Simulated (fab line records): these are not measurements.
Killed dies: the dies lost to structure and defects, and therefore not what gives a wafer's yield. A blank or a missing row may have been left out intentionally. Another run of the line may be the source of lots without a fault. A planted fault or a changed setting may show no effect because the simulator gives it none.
fab line records	flow n5-finfet
[record] lots = 10	wafers = 26	last-day = 18
route steps=1938 shown SDB@360 DUMMY_REMOVAL@382 BEOL_M4@1111
lots with no fault: from the same line, run without faults
start-h: hours from the record's opening day to when the first of the lot's shown wafers began	wait-h: hours from the lot's prior step to this one	" as in the row above	L1.1+2: a row that stands for several wafers	- value missing, or start not given	* or withheld: withheld	< > ~ a bound
route shown NAME@n: names a module that has steps shown in the file, with the first one's number in the route	usual: the fault-free wafers' mean and standard deviation	same: alike in all rows	chamber/n: place in a boat	sites: per-site readings	_std_site: standard deviation across them	_edge_site: inner sites' mean taken away from outer sites' mean	radius-mm: how far each site lies from the wafer's centre	mask NAME#n: copy n	behind: the most recent tool/chamber to have shaped the wafer	hold: why the lot was held/for how many hours/how that ended	device: which transistor (n, p or np) failed to switch	end of line: tests run on the same wafers once the route is complete	for a step that has no rows: nothing shown but its recipe	killed: not the wafer's yield, but the dies lost to structure and defects at the first sort	map: a wafer's dies, x killed, . not, _ none there
set.NAME: the setting as run; set.NAME@STEP: as run at that earlier step	model.NAME: the simulator's own value behind a step, which no gauge read
the route's steps for a sample of lots (tables are steps, rows are wafers)
services: the hour from which a tool's chamber was out of use, counted from the record's first day as start-h (under 0 if before that day), plus the number of hours and why
[[steps]]
[step N5_SDB_ETCH_17]
[recipe] chemistry = CF4	target = SiARC	target-depth-a = 234	mask-material = CAR-ArF	time-s = 39	ion-energy-ev = 80	pressure-mtorr = 40	source-w = 545	bias-w = 36	Ar_flow_sccm = 100	cf4-flow-sccm = 100	ends = cleared
[usual] cf4-flow-sccm = 100.0/0.34	chamber-pressure-mTorr = 40.00/0.038	drypump-motor-current-A = 5.6/0.48	etch-rf-on-time-s = 38.7/0.89	oes-product-au = 0.67/0.07	rf-vpp-V = 184.3/1.3	showerhead-plenum-p-Torr = 2.17/0.076	throttle-valve-pct = 15.62/0.22
lot.wafer	tool	chamber	start-h	wait-h	cf4-flow-sccm	chamber-pressure-mTorr	drypump-motor-current-A	etch-rf-on-time-s	oes-product-au	rf-hours-counter-h	rf-vpp-V	showerhead-plenum-p-Torr	throttle-valve-pct
L983.2	rie-diel-05	0	65.34	0.0	100.3	39.97	6.5	40.5	0.66	123	183.4	2.06	15.51
L983.3	"	2	"	"	99.7	40.00	5.2	39.0	0.58	248	182.0	2.03	15.66
L983.6	"	2	"	"	100.0	39.99	5.2	38.9	0.59	-	183.6	2.03	15.66
L986.1	rie-diel-06	2	85.28	0.0	99.4	40.05	5.0	39.6	0.60	206	183.9	2.12	15.33
L986.5	"	2	"	"	99.6	40.03	5.0	39.7	0.60	-	185.0	2.12	15.36
L986.6	"	1	"	"	100.4	39.99	5.8	39.7	0.68	-	183.1	2.08	15.62
L990.2	rie-diel-04	3	109.36	0.0	99.5	40.04	5.8	37.3	0.69	130	181.8	2.07	15.78
L990.4	"	0	"	"	100.2	39.95	4.7	39.1	0.73	-	185.6	2.17	15.32
L990.5	"	3	"	"	99.8	40.03	5.7	37.7	0.69	-	182.7	2.07	15.79
L993.4	rie-diel-05	3	129.15	0.0	100.0	39.99	5.5	39.3	0.60	207	184.7	2.20	15.96
L993.6	"	1	"	"	99.9	39.99	5.1	38.8	0.61	-	183.5	2.20	15.97
L994.4	rie-diel-04	1	132.67	0.0	99.7	39.97	5.9	38.4	0.64	158	185.8	2.22	15.36
L994.5	"	3	"	"	100.3	40.04	5.8	37.7	0.68	-	182.3	2.07	15.80
L995.4	rie-diel-06	1	166.47	0.0	99.9	39.99	5.8	39.9	0.65	137	183.4	2.07	15.67
L995.6	"	0	"	"	100.6	40.03	5.8	37.8	0.80	-	185.5	2.29	15.63
L997.1	rie-diel-05	0	168.80	0.0	100.3	39.99	6.4	39.8	0.63	159	183.3	2.05	15.57
L997.4	"	3	"	"	100.0	40.07	5.6	38.5	0.60	219	186.2	2.20	15.97
L997.6	"	2	"	"	100.0	40.02	5.2	37.5	0.82	-	187.8	2.27	15.22
L999.3	rie-diel-06	1	171.46	0.0	100.4	39.98	5.8	39.4	0.66	138	183.8	2.07	15.67
L999.4	"	3	"	"	99.7	39.96	6.0	38.5	0.67	117	183.7	2.24	15.67
L999.6	"	3	"	"	99.7	40.00	6.0	38.6	0.67	-	185.3	2.24	15.66
L102.1	rie-diel-06	2	199.17	0.0	99.7	40.00	4.9	40.3	0.57	245	183.0	2.11	15.43
L102.5	"	0	"	"	99.8	39.99	5.8	38.0	0.77	-	185.3	2.28	15.65
L104.2	rie-diel-06	0	206.25	0.0	100.7	40.04	5.9	37.7	0.78	36	185.2	2.28	15.66
L104.3	"	3	"	"	100.1	40.10	6.0	38.6	0.67	130	184.3	2.23	15.69
L104.4	"	2	"	"	99.8	40.03	4.9	40.1	0.58	-	183.2	2.11	15.44
[step N5_SDB_ETCH_18]
[recipe] chemistry = N2/H2	target = SOC	target-depth-a = 1000	overetch-a = 200	mask-material = SiARC	temp-c = 40	time-s = 150	ion-energy-ev = 200	pressure-mtorr = 30	source-w = 840	bias-w = 150	n2-flow-sccm = 200	h2-flow-sccm = 200
[usual] chamber-pressure-mTorr = 30.003/0.028	drypump-motor-current-A = 5.6/0.48	oes-product-au = 0.70/0.068	rf-vpp-V = 524.7/2.7	showerhead-plenum-p-Torr = 2.57/0.095	throttle-valve-pct = 17.79/0.21
lot.wafer	tool	chamber	start-h	wait-h	chamber-pressure-mTorr	drypump-motor-current-A	oes-product-au	rf-hours-counter-h	rf-vpp-V	showerhead-plenum-p-Torr	throttle-valve-pct
L983.2	rie-diel-05	0	65.38	0.0	30.046	6.4	0.70	123	520.9	2.45	17.69
L983.3	"	2	"	"	29.976	5.2	0.61	248	519.7	2.38	17.59
L983.6	"	2	"	"	29.968	5.2	0.61	-	520.8	2.38	17.57
L986.1	rie-diel-06	2	85.31	0.0	30.027	5.0	0.63	206	523.0	2.52	17.53
L986.5	"	2	"	"	30.034	4.9	0.64	-	522.6	2.52	17.51
L986.6	"	1	"	"	30.032	5.8	0.71	-	521.4	2.46	17.79
L990.2	rie-diel-04	3	109.40	0.0	29.999	5.8	0.71	130	520.0	2.43	17.82
L990.4	"	0	"	"	30.067	4.8	0.77	-	526.2	2.57	17.57
L990.5	"	3	"	"	29.981	5.8	0.70	-	519.8	2.43	17.81
L993.4	rie-diel-05	3	129.18	0.0	30.005	5.5	0.64	207	525.6	2.61	17.98
L993.6	"	1	"	"	29.998	5.2	0.63	-	526.3	2.60	18.05
L994.4	rie-diel-04	1	132.71	0.0	30.003	6.0	0.67	158	527.0	2.64	17.60
L994.5	"	3	"	"	30.008	5.8	0.69	-	517.9	2.43	17.85
L995.4	rie-diel-06	1	166.51	0.0	30.001	5.8	0.69	137	521.7	2.45	17.85
L995.6	"	0	"	"	29.988	5.8	0.82	-	526.6	2.72	17.92
L997.1	rie-diel-05	0	168.83	0.0	30.024	6.5	0.67	159	521.7	2.44	17.75
L997.4	"	3	"	"	29.936	5.6	0.63	219	526.5	2.60	18.00
L997.6	"	2	"	"	29.961	5.2	0.84	-	528.9	2.69	17.18
L999.3	rie-diel-06	1	171.49	0.0	30.009	5.8	0.69	138	520.8	2.45	17.85
L999.4	"	3	"	"	29.979	6.0	0.70	117	526.5	2.67	17.88
L999.6	"	3	"	"	30.033	6.0	0.70	-	527.2	2.67	17.88
L102.1	rie-diel-06	2	199.21	0.0	30.061	4.9	0.62	245	521.4	2.50	17.59
L102.5	"	0	"	"	30.014	5.8	0.81	-	527.1	2.71	17.92
L104.2	rie-diel-06	0	206.29	0.0	30.032	5.9	0.79	36	526.6	2.71	17.93
L104.3	"	3	"	"	30.004	6.0	0.68	130	527.7	2.67	17.89
L104.4	"	2	"	"	30.038	5.0	0.61	-	521.6	2.50	17.60
[step N5_SDB_INSPECT_36]
[recipe] inspect-instrument = darkfield	mode = post-cmp
[usual] raw-defect-count = 36/14
lot.wafer	tool	chamber	start-h	wait-h	raw-defect-count
L983.2	defect-inspect-01	-	69.32	0.0	31
L983.3	"	-	"	"	20
L983.6	"	-	"	"	31
L986.1	defect-inspect-02	-	89.44	0.0	88
L986.5	"	-	"	"	82
L986.6	"	-	"	"	46
L990.2	defect-inspect-02	-	113.49	0.0	22
L990.4	"	-	"	"	27
L990.5	"	-	"	"	36
L993.4	defect-inspect-02	-	133.35	0.0	32
L993.6	"	-	"	"	34
L994.4	defect-inspect-02	-	136.58	0.0	31
L994.5	"	-	"	"	35
L995.4	defect-inspect-02	-	173.24	0.0	38
L995.6	"	-	"	"	39
L997.1	defect-inspect-01	-	173.47	0.0	37
L997.4	"	-	"	"	28
L997.6	"	-	"	"	17
L999.3	defect-inspect-01	-	176.26	0.0	24
L999.4	"	-	"	"	15
L999.6	"	-	"	"	26
L102.1	defect-inspect-02	-	202.99	0.0	41
L102.5	"	-	"	"	35
L104.2	defect-inspect-02	-	211.42	0.0	31
L104.3	"	-	"	"	37
L104.4	"	-	"	"	33
[step N5_DUMMY_REMOVAL_PRECLEAN_08]
[recipe] chemistry = NF3:NH3	afs-cycles = 2	temp-c = 30	time-s = 20	sublimation-temp-c = 180	sublimation-time-s = 60	pressure-torr = 3	rf-power-w = 30
[usual] time-s = 20/0
lot.wafer	tool	chamber	start-h	wait-h	time-s
L983.2	remote-plasma-01	0	69.76	0.1	20
L983.3	"	0	"	"	20
L983.6	"	0	"	"	20
L986.1	remote-plasma-02	1	89.71	0.0	20
L986.5	"	1	"	"	20
L986.6	"	1	"	"	20
L990.2	remote-plasma-02	1	113.78	0.1	20
L990.4	"	1	"	"	20
L990.5	"	1	"	"	20
L993.4	remote-plasma-02	0	133.70	0.1	24.226
L993.6	"	0	"	"	20
L994.4	remote-plasma-02	1	136.99	0.1	24.226
L994.5	"	1	"	"	20
L995.4	remote-plasma-02	0	173.60	0.1	24.226
L995.6	"	0	"	"	20
L997.1	remote-plasma-01	1	173.74	0.0	20
L997.4	"	1	"	"	20
L997.6	"	1	"	"	20
L999.3	remote-plasma-01	0	176.59	0.1	20
L999.4	"	0	"	"	20
L999.6	"	0	"	"	20
L102.1	remote-plasma-01	0	203.50	0.0	20
L102.5	"	0	"	"	20
L104.2	remote-plasma-01	0	211.72	0.1	20
L104.3	"	0	"	"	20
L104.4	"	0	"	"	20
[step N5_BEOL_M4_RC_MEAS_101]
[usual] DIBL_N = 37.2/2.1	DIBL_P = 37.3/2.3	IOFF_N = 0.18/0.041	IOFF_P = 0.24/0.042	ION_N = 680/13	ION_P = 466/7.7	SS_N = 71.8/0.68	SS_P = 73.5/0.66	VT_N = 249/3.6	VT_P = -248/3.4
lot.wafer	tool	chamber	start-h	wait-h	DIBL_N[mV/V]	DIBL_P[mV/V]	IOFF_N[nA/um]	IOFF_P[nA/um]	ION_N[uA/um]	ION_P[uA/um]	SS_N[mV/dec]	SS_P[mV/dec]	VT_N[mV]	VT_P[mV]
L983.2	prober-02	0	176.10	0.2	36.9	36.3	0.16	0.22	673	467	71.0	72.9	248	-250
L983.3	"	0	"	"	36.9	36.9	0.16	0.22	670	467	71.6	73.0	247	-248
L983.6	"	0	"	"	37.2	37.8	0.18	0.23	678	466	71.7	73.3	249	-248
L986.1	prober-01	0	193.23	0.0	39.2	39.5	0.23	0.27	705	473	71.8	74.0	243	-247
L986.5	"	0	"	"	38.1	37.7	0.19	0.23	689	468	72.9	73.8	248	-252
L986.6	"	0	"	"	39.9	41.7	0.27	0.32	712	482	72.1	74.1	242	-243
L990.2	prober-01	0	210.66	0.2	35.8	37.3	0.16	0.21	681	466	70.9	72.9	252	-251
L990.4	"	0	"	"	37.4	38.3	0.17	0.22	670	460	71.6	73.8	250	-252
L990.5	"	0	"	"	35.7	36.9	0.15	0.19	680	468	71.0	73.2	251	-253
L994.4	prober-01	0	229.68	0.7	39.1	36.8	0.18	0.23	675	457	72.0	74.4	249	-248
L994.5	"	0	"	"	40.1	38.6	0.23	0.26	709	480	72.5	74.3	243	-243
L993.4	prober-02	0	232.80	0.5	39.4	39.8	0.23	0.32	684	472	72.2	74.5	244	-243
L993.6	"	0	"	"	35.5	35.8	0.15	0.24	671	467	71.3	73.0	251	-245
L995.4	prober-01	0	262.41	0.6	39.1	38.6	0.19	0.25	677	464	72.6	73.8	249	-251
L995.6	"	0	"	"	40.7	41.2	0.24	0.31	700	470	72.9	74.8	244	-248
L997.1	prober-01	0	268.92	0.0	37.5	36.8	0.17	0.22	677	468	71.5	73.2	249	-246
L997.4	"	0	"	"	39.4	39.0	0.21	0.24	681	469	72.1	74.9	248	-247
L997.6	"	0	"	"	38.5	37.9	0.18	0.23	678	466	72.5	73.8	247	-247
L999.3	prober-02	0	271.24	0.3	34.8	34.9	0.13	0.19	678	467	71.0	72.9	255	-248
L999.4	"	0	"	"	36.9	38.3	0.16	0.25	687	475	71.2	73.7	251	-245
L999.6	"	0	"	"	35.8	37.3	0.15	0.23	685	470	71.2	72.9	252	-249
L102.1	prober-01	0	308.36	0.4	37.3	36.5	0.15	0.20	673	461	71.4	73.8	254	-255
L102.5	"	0	"	"	39.4	38.5	0.18	0.23	673	456	72.3	74.2	254	-252
L104.2	prober-02	0	333.30	0.2	35.5	36.1	0.15	0.19	678	459	71.7	73.9	251	-252
L104.3	"	0	"	"	36.6	37.3	0.17	0.22	667	457	71.9	74.1	248	-249
L104.4	"	0	"	"	38.1	39.4	0.23	0.26	704	473	72.0	74.4	242	-248
[[services]]
tool	chamber	start-h	hours	kind
rie-diel-04	1	47.31	3.7	repair
rie-diel-06	0	65.14	-	clean
rie-diel-06	0	65.14	-	consumable-replace:focus-ring
rie-diel-06	0	65.14	-	consumable-replace:showerhead
rie-diel-06	0	65.14	31.0	scheduled-down
rie-diel-06	0	65.14	31.0	vent-cycle
rie-diel-04	1	72.66	7.5	repair
rie-diel-05	2	89.97	4.8	repair
rie-diel-05	2	95.16	-	clean
rie-diel-05	2	95.16	-	consumable-replace:focus-ring
rie-diel-05	2	95.16	-	consumable-replace:showerhead
rie-diel-05	2	95.16	32.9	scheduled-down
rie-diel-05	2	95.16	32.9	vent-cycle
rie-diel-04	1	106.99	5.1	repair
rie-diel-05	0	147.50	7.9	repair
rie-diel-04	2	158.73	9.8	repair
rie-diel-05	1	182.10	-	clean
rie-diel-05	1	182.10	-	consumable-replace:focus-ring
rie-diel-05	2	186.93	18.4	repair
rie-diel-06	1	194.90	14.0	repair
rie-diel-06	2	211.29	-	clean
rie-diel-06	2	211.29	-	consumable-replace:focus-ring
rie-diel-06	2	211.29	18.5	scheduled-down
rie-diel-06	2	211.29	18.5	vent-cycle
[[key]]
[first-sign] step = N5_DUMMY_REMOVAL_PRECLEAN_08	reading = time-s	direction = up	sigmas = 99+	usual = *	struck = *
effect none on later readings
met-at N5_DUMMY_REMOVAL_PRECLEAN_08
struck-lots L993,L994,L995
struck-wafers L993.4,L994.4,L995.4
not-acting-at N5_SDB_ETCH_17,N5_SDB_ETCH_18,N5_SDB_INSPECT_36
onset-between 113.78 133.70
[fault] kind = process-parameter-drift	tool = remote-plasma-02	chamber = -	onset-h = 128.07	steps = N5_DUMMY_REMOVAL_PRECLEAN_08	channel = time-s	offset = *	shape = step	end-h = 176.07	scope = struck-wafers-only	acts-in = *	stated = *
